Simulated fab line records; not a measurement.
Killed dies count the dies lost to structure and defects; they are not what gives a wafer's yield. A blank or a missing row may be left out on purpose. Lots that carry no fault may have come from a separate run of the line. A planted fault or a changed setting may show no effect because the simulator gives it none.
Split-lot trial	flow n5-finfet	21 wafers read from 7 lots, route of 1938 steps

## SPLIT DETAILS
At N5_BEOL_M2_COAT_67 (time 60 s, resist thk 60 nm), the setting spin-rpm was moved away from the recipe's 1500 rpm on 2 of the 21 wafers read, by +3.4% to +10.7%. All remaining wafers had this setting at the recipe value.

Reading taken at the split's own step.

## THE READING
SOC_of_BEOL_M2_COAT_67.thk-nm (the simulator's own value, which no gauge read), in nm, at N5_BEOL_M2_COAT_67 (time 60 s, resist thk 60 nm). The file gives no usual value for it. Here, 19 wafers ran the recipe; their average is 60.1 nm with a standard deviation of 0.15 nm.

wafer	tool, chamber at the split	spin-rpm as run, rpm	against the recipe	SOC_of_BEOL_M2_COAT_67.thk-nm, nm	against lot-mates on the recipe
L075.2	litho-track-01, 0	1500	recipe	60.2	-
L075.3	litho-track-01, 0	1500	recipe	60.2	-
L075.6	litho-track-01, 0	1551	+3.4%	59	-1.2
L077.1	litho-track-01, 0	1500	recipe	60.2	-
L077.4	litho-track-01, 0	1500	recipe	60.2	-
L077.5	litho-track-01, 0	1500	recipe	60.2	-
L082.2	litho-track-03, 0	1500	recipe	60	-
L082.4	litho-track-03, 0	1500	recipe	60	-
L082.5	litho-track-03, 0	1500	recipe	60	-
L083.2	litho-track-01, 0	1500	recipe	60	-
L083.6	litho-track-01, 0	1500	recipe	60	-
L083.3	litho-track-01, 0	1500	recipe	59.8	-
L088.1	litho-track-03, 0	1500	recipe	60	-
L088.2	litho-track-03, 0	1500	recipe	60	-
L088.6	litho-track-03, 0	1500	recipe	59.8	-
L089.1	litho-track-05, 0	1500	recipe	60.2	-
L089.3	litho-track-05, 0	1500	recipe	60.4	-
L089.4	litho-track-05, 0	1660	+10.7%	57.2	-3.1
L097.2	litho-track-03, 0	1500	recipe	60	-
L097.4	litho-track-03, 0	1500	recipe	60	-
L097.5	litho-track-03, 0	1500	recipe	60.2	-

THE FIT
A straight line over all 21 wafers: SOC_of_BEOL_M2_COAT_67.thk-nm changes by -0.273 nm for each +1% of spin-rpm; r = -0.98; the points scatter about the line by 0.15 nm.
The same after taking each lot's own level away (the mean of its wafers on the recipe; 21 wafers): -0.296 nm for each +1%; r = -0.99; scatter 0.086 nm.
According to that fit, moving spin-rpm by its largest amount changes the reading by 3.2 nm.
From 59.93 to 60.30 nm: that is the span of the lots' own levels, equal to 2.5 times the standard deviation above.
The two slopes agree, so the slope changes little with the lot-to-lot level.
Check: -3.76 nm against its lot-mates is what the line predicts for one of the wafers moved furthest among these (+10.7%) when that wafer is left out of the fit. It came out at -3.1 nm against them.

## THESE WAFERS: OTHER SPLITS
Note: prior to the reading, these wafers also went through further splits. Each is held against what the fit with the lots' levels taken away leaves over:
other split on the same wafers	wafers away from the commonest value	r with SOC_of_BEOL_M2_COAT_67.thk-nm (lot level and that fit taken away)
N5_SD_EPI_N_EPI_21 time-s	3	+0.14
N5_SD_EPI_P_EXPOSE_06 dose-mj	6	+0.02
N5_SD_EPI_P_EPI_21 time-s	2	+0.08
N5_SD_ACTIVATION_LSA_01 temp-c	6	+0.11
N5_HKMG_FIN_COAT_41 spin-rpm	8	+0.01
N5_GATE_CUT_ETCH_58 source-w	6	-0.08
N5_GATE_CUT_COAT_27 spin-rpm	7	-0.13
N5_MOL_CONTACT_COAG_ALD_27 time-s	8	-0.30
N5_MOL_CONTACT_COAG_ETCH_67 source-w	7	-0.21
N5_BEOL_M0_SAQP_ALD_48 ald-cycles	10	+0.33
N5_BEOL_M0_CUTY_COAT_50 spin-rpm	8	-0.14

## FILE'S OWN FIT
SOC_of_BEOL_M2_COAT_67.thk-nm changes by -0.296 nm for each +1% of spin-rpm, r = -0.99.
